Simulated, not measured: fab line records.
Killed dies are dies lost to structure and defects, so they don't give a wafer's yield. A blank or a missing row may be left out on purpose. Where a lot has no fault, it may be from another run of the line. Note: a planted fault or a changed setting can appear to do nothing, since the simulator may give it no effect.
Which tool is to blame? :: flow n5 finfet :: 27 wafers from 9 lots sampled at 6 of the route's 1938 steps

## WHAT EACH GAUGE READ, for each wafer
N5_BEOL_M5_INSPECT_13: inspects for defects (brightfield). Usual: raw defect count reads 405 (standard deviation 77).
lot: L314
measured: day 8 11:16
on: defect inspect-02
raw defect count: 374 344 308
flag: 

lot: L317
measured: day 9 08:34
on: defect inspect-02
raw defect count: 422 459 629
flag: 

lot: L318
measured: day 9 11:25
on: defect inspect-02
raw defect count: 406 381 527
flag: 

lot: L320
measured: day 10 01:14
on: defect inspect-02
raw defect count: 667 643 687
flag: OFF

lot: L321
measured: day 10 07:52
on: defect inspect-02
raw defect count: 809 888 908
flag: OFF

lot: L334
measured: day 13 10:00
on: defect inspect-01
raw defect count: 445 310 356
flag: 

lot: L332
measured: day 14 07:51
on: defect inspect-01
raw defect count: 401 330 472
flag: 

lot: L335
measured: day 14 13:50
on: defect inspect-02
raw defect count: 337 388 420
flag: 

lot: L336
measured: day 15 06:32
on: defect inspect-01
raw defect count: 447 348 413
flag: 

N5_BEOL_M5_INSPECT_30: inspects for defects (brightfield). Usual: raw defect count reads 399 (standard deviation 82).
lot: L314
measured: day 8 12:17
on: defect inspect-01
raw defect count: 355 332 277
flag: 

lot: L317
measured: day 9 09:54
on: defect inspect-02
raw defect count: 429 435 677
flag: 

lot: L318
measured: day 9 14:16
on: defect inspect-01
raw defect count: 411 345 502
flag: 

lot: L320
measured: day 10 03:32
on: defect inspect-01
raw defect count: 678 624 685
flag: OFF

lot: L321
measured: day 10 11:59
on: defect inspect-02
raw defect count: 814 851 918
flag: OFF

lot: L334
measured: day 13 12:20
on: defect inspect-01
raw defect count: 436 346 324
flag: 

lot: L332
measured: day 14 09:19
on: defect inspect-01
raw defect count: 378 350 476
flag: 

lot: L335
measured: day 14 17:04
on: defect inspect-02
raw defect count: 360 398 429
flag: 

lot: L336
measured: day 15 09:57
on: defect inspect-02
raw defect count: 468 359 438
flag: 

## EACH LOT AND THE TOOL THAT RAN IT (in order: tool; ch and the chambers of the sampled wafers; start)
lot: L314
N5_BEOL_M5_ILD_DEP_00: pecvd-02 ch 0,2, day 8 08:28
N5_BEOL_M5_DESCUM_16: rie diel-03 ch 0,3, day 8 11:18
N5_BEOL_M5_ETCH_62: rie diel-03 ch 0,3, day 8 11:23
N5_BEOL_M5_STRIP_64: rie diel-03 ch 0,3, day 8 11:30

lot: L317
N5_BEOL_M5_ILD_DEP_00: pecvd-02 ch 1,2, day 9 06:24
N5_BEOL_M5_DESCUM_16: rie diel-04 ch 0,1, day 9 08:49
N5_BEOL_M5_ETCH_62: rie diel-04 ch 0,1, day 9 08:54
N5_BEOL_M5_STRIP_64: rie diel-04 ch 0,1, day 9 09:02

lot: L318
N5_BEOL_M5_ILD_DEP_00: pecvd-02 ch 0,2, day 9 09:20
N5_BEOL_M5_DESCUM_16: rie diel-04 ch 0,2,3, day 9 11:26
N5_BEOL_M5_ETCH_62: rie diel-04 ch 0,2,3, day 9 11:31
N5_BEOL_M5_STRIP_64: rie diel-04 ch 0,2,3, day 9 11:39

lot: L320
N5_BEOL_M5_ILD_DEP_00: pecvd-02 ch 0,1, day 9 22:25
N5_BEOL_M5_DESCUM_16: rie diel-04 ch 0,3, day 10 01:16
N5_BEOL_M5_ETCH_62: rie diel-04 ch 0,3, day 10 01:20
N5_BEOL_M5_STRIP_64: rie diel-04 ch 0,3, day 10 01:28

lot: L321
N5_BEOL_M5_ILD_DEP_00: pecvd-02 ch 1,2, day 10 05:12
N5_BEOL_M5_DESCUM_16: rie diel-05 ch 0,2, day 10 08:10
N5_BEOL_M5_ETCH_62: rie diel-05 ch 0,2, day 10 08:14
N5_BEOL_M5_STRIP_64: rie diel-05 ch 0,2, day 10 08:22

lot: L334
N5_BEOL_M5_ILD_DEP_00: pecvd-01 ch 1,2, day 13 07:47
N5_BEOL_M5_DESCUM_16: rie diel-05 ch 1,2,3, day 13 10:02
N5_BEOL_M5_ETCH_62: rie diel-05 ch 1,2,3, day 13 10:07
N5_BEOL_M5_STRIP_64: rie diel-05 ch 1,2,3, day 13 10:14

lot: L332
N5_BEOL_M5_ILD_DEP_00: pecvd-02 ch 0,1,2, day 14 06:17
N5_BEOL_M5_DESCUM_16: rie diel-05 ch 0,1,2, day 14 07:53
N5_BEOL_M5_ETCH_62: rie diel-05 ch 0,1,2, day 14 07:58
N5_BEOL_M5_STRIP_64: rie diel-05 ch 0,1,2, day 14 08:05

lot: L335
N5_BEOL_M5_ILD_DEP_00: pecvd-02 ch 1,2, day 14 11:49
N5_BEOL_M5_DESCUM_16: rie diel-04 ch 2,3, day 14 13:52
N5_BEOL_M5_ETCH_62: rie diel-04 ch 2,3, day 14 13:56
N5_BEOL_M5_STRIP_64: rie diel-04 ch 2,3, day 14 14:04

lot: L336
N5_BEOL_M5_ILD_DEP_00: pecvd-03 ch 0,2, day 15 04:49
N5_BEOL_M5_DESCUM_16: rie diel-04 ch 0,1,3, day 15 06:34
N5_BEOL_M5_ETCH_62: rie diel-04 ch 0,1,3, day 15 06:38
N5_BEOL_M5_STRIP_64: rie diel-04 ch 0,1,3, day 15 06:46
- N5_BEOL_M5_ILD_DEP_00: deposits SiCOH lowk from DEMS/porogen, target thk 140.64 nm, time 25.9 s.
- N5_BEOL_M5_DESCUM_16: chemistry O2, time 7 s.
- N5_BEOL_M5_ETCH_62: etches SOC in N2/H2, target depth 75 nm, overetch 15 nm, time 112.5 s.
- N5_BEOL_M5_STRIP_64: strips in CF4.

## AS READ BY THE TOOLS THEMSELVES (means over the sampled wafers that have a number; for cases with no such wafer, the mark the record gives instead)
N5_BEOL_M5_ILD_DEP_00. Usual: heater power w 323 W, standard deviation 35; showerhead plenum p Torr 5.746 Torr, standard deviation 0.015; throttle valve pct 14.0 %, standard deviation 0.89.
lot: L314
tool: pecvd-02
heater power w (W): 311
showerhead plenum p Torr (Torr): 5.755
throttle valve pct (%): 14.4
flag: 

lot: L317
tool: pecvd-02
heater power w (W): 341
showerhead plenum p Torr (Torr): 5.760
throttle valve pct (%): 14.2
flag: 

lot: L318
tool: pecvd-02
heater power w (W): 326
showerhead plenum p Torr (Torr): 5.734
throttle valve pct (%): 14.8
flag: 

lot: L320
tool: pecvd-02
heater power w (W): 358
showerhead plenum p Torr (Torr): 5.740
throttle valve pct (%): 14.4
flag: 

lot: L321
tool: pecvd-02
heater power w (W): 306
showerhead plenum p Torr (Torr): 5.749
throttle valve pct (%): 14.1
flag: 

lot: L334
tool: pecvd-01
heater power w (W): 325
showerhead plenum p Torr (Torr): 5.726
throttle valve pct (%): 12.8
flag: 

lot: L332
tool: pecvd-02
heater power w (W): 337
showerhead plenum p Torr (Torr): 5.738
throttle valve pct (%): 14.3
flag: 

lot: L335
tool: pecvd-02
heater power w (W): 329
showerhead plenum p Torr (Torr): 5.758
throttle valve pct (%): 14.2
flag: 

lot: L336
tool: pecvd-03
heater power w (W): 316
showerhead plenum p Torr (Torr): 5.749
throttle valve pct (%): 13.5
flag: 

N5_BEOL_M5_DESCUM_16. Usual: drypump motor current A 5.6 A, standard deviation 0.47; o2 flow sccm 224.9 sccm, standard deviation 0.64; oes product au 0.77 a.u., standard deviation 0.09; rf vpp V 243.2 V, standard deviation 1.3; showerhead plenum p Torr 2.10 Torr, standard deviation 0.059; throttle valve pct 20.54 %, standard deviation 0.23.
lot: L314
tool: rie diel-03
drypump motor current A (A): 5.6
o2 flow sccm (sccm): 225.1
oes product au (a.u.): 0.80
rf vpp V (V): 244.1
showerhead plenum p Torr (Torr): 2.14
throttle valve pct (%): 20.69
flag: 

lot: L317
tool: rie diel-04
drypump motor current A (A): 5.9
o2 flow sccm (sccm): 224.7
oes product au (a.u.): 0.75
rf vpp V (V): 241.7
showerhead plenum p Torr (Torr): 2.09
throttle valve pct (%): 20.59
flag: 

lot: L318
tool: rie diel-04
drypump motor current A (A): 5.9
o2 flow sccm (sccm): 225.5
oes product au (a.u.): 0.70
rf vpp V (V): 243.0
showerhead plenum p Torr (Torr): 2.04
throttle valve pct (%): 20.54
flag: 

lot: L320
tool: rie diel-04
drypump motor current A (A): 5.4
o2 flow sccm (sccm): 225.2
oes product au (a.u.): 0.69
rf vpp V (V): 241.6
showerhead plenum p Torr (Torr): 2.07
throttle valve pct (%): 20.64
flag: 

lot: L321
tool: rie diel-05
drypump motor current A (A): 5.5
o2 flow sccm (sccm): 225.7
oes product au (a.u.): 0.71
rf vpp V (V): 243.6
showerhead plenum p Torr (Torr): 2.12
throttle valve pct (%): 20.53
flag: 

lot: L334
tool: rie diel-05
drypump motor current A (A): 5.6
o2 flow sccm (sccm): 225.0
oes product au (a.u.): 0.70
rf vpp V (V): 243.4
showerhead plenum p Torr (Torr): 2.07
throttle valve pct (%): 20.54
flag: 

lot: L332
tool: rie diel-05
drypump motor current A (A): 5.6
o2 flow sccm (sccm): 224.5
oes product au (a.u.): 0.69
rf vpp V (V): 242.6
showerhead plenum p Torr (Torr): 2.11
throttle valve pct (%): 20.63
flag: 

lot: L335
tool: rie diel-04
drypump motor current A (A): 5.5
o2 flow sccm (sccm): 225.5
oes product au (a.u.): 0.92
rf vpp V (V): 243.5
showerhead plenum p Torr (Torr): 2.12
throttle valve pct (%): 20.27
flag: 

lot: L336
tool: rie diel-04
drypump motor current A (A): 5.6
o2 flow sccm (sccm): 224.5
oes product au (a.u.): 0.79
rf vpp V (V): 242.7
showerhead plenum p Torr (Torr): 2.07
throttle valve pct (%): 20.61
flag: 

N5_BEOL_M5_ETCH_62. Usual: drypump motor current A 5.6 A, standard deviation 0.47; oes product au 0.61 a.u., standard deviation 0.066; rf vpp V 523.9 V, standard deviation 2.1; showerhead plenum p Torr 2.54 Torr, standard deviation 0.069; throttle valve pct 17.87 %, standard deviation 0.23.
lot: L314
tool: rie diel-03
drypump motor current A (A): 5.6
oes product au (a.u.): 0.62
rf vpp V (V): 525.4
showerhead plenum p Torr (Torr): 2.59
throttle valve pct (%): 17.95
flag: 

lot: L317
tool: rie diel-04
drypump motor current A (A): 6.0
oes product au (a.u.): 0.59
rf vpp V (V): 523.7
showerhead plenum p Torr (Torr): 2.54
throttle valve pct (%): 18.03
flag: 

lot: L318
tool: rie diel-04
drypump motor current A (A): 5.9
oes product au (a.u.): 0.55
rf vpp V (V): 521.4
showerhead plenum p Torr (Torr): 2.47
throttle valve pct (%): 17.96
flag: 

lot: L320
tool: rie diel-04
drypump motor current A (A): 5.4
oes product au (a.u.): 0.55
rf vpp V (V): 523.7
showerhead plenum p Torr (Torr): 2.50
throttle valve pct (%): 17.91
flag: 

lot: L321
tool: rie diel-05
drypump motor current A (A): 5.5
oes product au (a.u.): 0.57
rf vpp V (V): 524.8
showerhead plenum p Torr (Torr): 2.55
throttle valve pct (%): 17.78
flag: 

lot: L334
tool: rie diel-05
drypump motor current A (A): 5.5
oes product au (a.u.): 0.56
rf vpp V (V): 522.9
showerhead plenum p Torr (Torr): 2.52
throttle valve pct (%): 17.98
flag: 

lot: L332
tool: rie diel-05
drypump motor current A (A): 5.6
oes product au (a.u.): 0.55
rf vpp V (V): 524.1
showerhead plenum p Torr (Torr): 2.55
throttle valve pct (%): 17.92
flag: 

lot: L335
tool: rie diel-04
drypump motor current A (A): 5.5
oes product au (a.u.): 0.73
rf vpp V (V): 523.8
showerhead plenum p Torr (Torr): 2.55
throttle valve pct (%): 17.51
flag: 

lot: L336
tool: rie diel-04
drypump motor current A (A): 5.6
oes product au (a.u.): 0.62
rf vpp V (V): 523.7
showerhead plenum p Torr (Torr): 2.51
throttle valve pct (%): 17.91
flag: 

N5_BEOL_M5_STRIP_64. Usual: drypump motor current A 5.6 A, standard deviation 0.47; oes product au 0.76 a.u., standard deviation 0.082; power w 299.9 W, standard deviation 0.98; rf vpp V 271.3 V, standard deviation 1.3; showerhead plenum p Torr 1.80 Torr, standard deviation 0.047; throttle valve pct 13.65 %, standard deviation 0.25.
lot: L314
tool: rie diel-03
drypump motor current A (A): 5.6
oes product au (a.u.): 0.78
power w (W): 299.5
rf vpp V (V): 271.0
showerhead plenum p Torr (Torr): 1.82
throttle valve pct (%): 13.77
flag: 

lot: L317
tool: rie diel-04
drypump motor current A (A): 5.9
oes product au (a.u.): 0.74
power w (W): 300.5
rf vpp V (V): 271.5
showerhead plenum p Torr (Torr): 1.80
throttle valve pct (%): 13.74
flag: 

lot: L318
tool: rie diel-04
drypump motor current A (A): 5.9
oes product au (a.u.): 0.70
power w (W): 299.6
rf vpp V (V): 270.2
showerhead plenum p Torr (Torr): 1.75
throttle valve pct (%): 13.72
flag: 

lot: L320
tool: rie diel-04
drypump motor current A (A): 5.4
oes product au (a.u.): 0.69
power w (W): 299.7
rf vpp V (V): 271.0
showerhead plenum p Torr (Torr): 1.77
throttle valve pct (%): 13.79
flag: 

lot: L321
tool: rie diel-05
drypump motor current A (A): 5.4
oes product au (a.u.): 0.71
power w (W): 299.4
rf vpp V (V): 271.6
showerhead plenum p Torr (Torr): 1.80
throttle valve pct (%): 13.61
flag: 

lot: L334
tool: rie diel-05
drypump motor current A (A): 5.5
oes product au (a.u.): 0.70
power w (W): 299.8
rf vpp V (V): 271.4
showerhead plenum p Torr (Torr): 1.77
throttle valve pct (%): 13.71
flag: 

lot: L332
tool: rie diel-05
drypump motor current A (A): 5.5
oes product au (a.u.): 0.69
power w (W): 299.9
rf vpp V (V): 270.8
showerhead plenum p Torr (Torr): 1.80
throttle valve pct (%): 13.77
flag: 

lot: L335
tool: rie diel-04
drypump motor current A (A): 5.5
oes product au (a.u.): 0.91
power w (W): 299.8
rf vpp V (V): 271.7
showerhead plenum p Torr (Torr): 1.81
throttle valve pct (%): 13.25
flag: 

lot: L336
tool: rie diel-04
drypump motor current A (A): 5.5
oes product au (a.u.): 0.78
power w (W): 299.5
rf vpp V (V): 271.4
showerhead plenum p Torr (Torr): 1.78
throttle valve pct (%): 13.71
flag: 

## THE ANSWER, worked out from the rows above alone
Rule: take the mean of a lot's wafers that have a number; if it is more than 3 standard deviations from the usual mean, the lot is off. Also off: a lot with no number at a reading for which 4 or more lots have one. The other lots that the step has rows for count as sound. After the gauges, taken in route order, come the tools' own readings; for these a lot's mean is taken, as printed above. At the first step where some lot is off, the reading lying furthest off is the one used; lots without a number count as furthest.
Off at N5_BEOL_M5_INSPECT_13 (raw defect count): L320, L321.
A tool fits if, at a process step before that reading, it ran every lot that is off, and no sound lot after the first of them. The gauges at N5_BEOL_M5_INSPECT_13 are tried like those tools. Of those tried, none fits.

## WHAT THE SIMULATOR PUT IN
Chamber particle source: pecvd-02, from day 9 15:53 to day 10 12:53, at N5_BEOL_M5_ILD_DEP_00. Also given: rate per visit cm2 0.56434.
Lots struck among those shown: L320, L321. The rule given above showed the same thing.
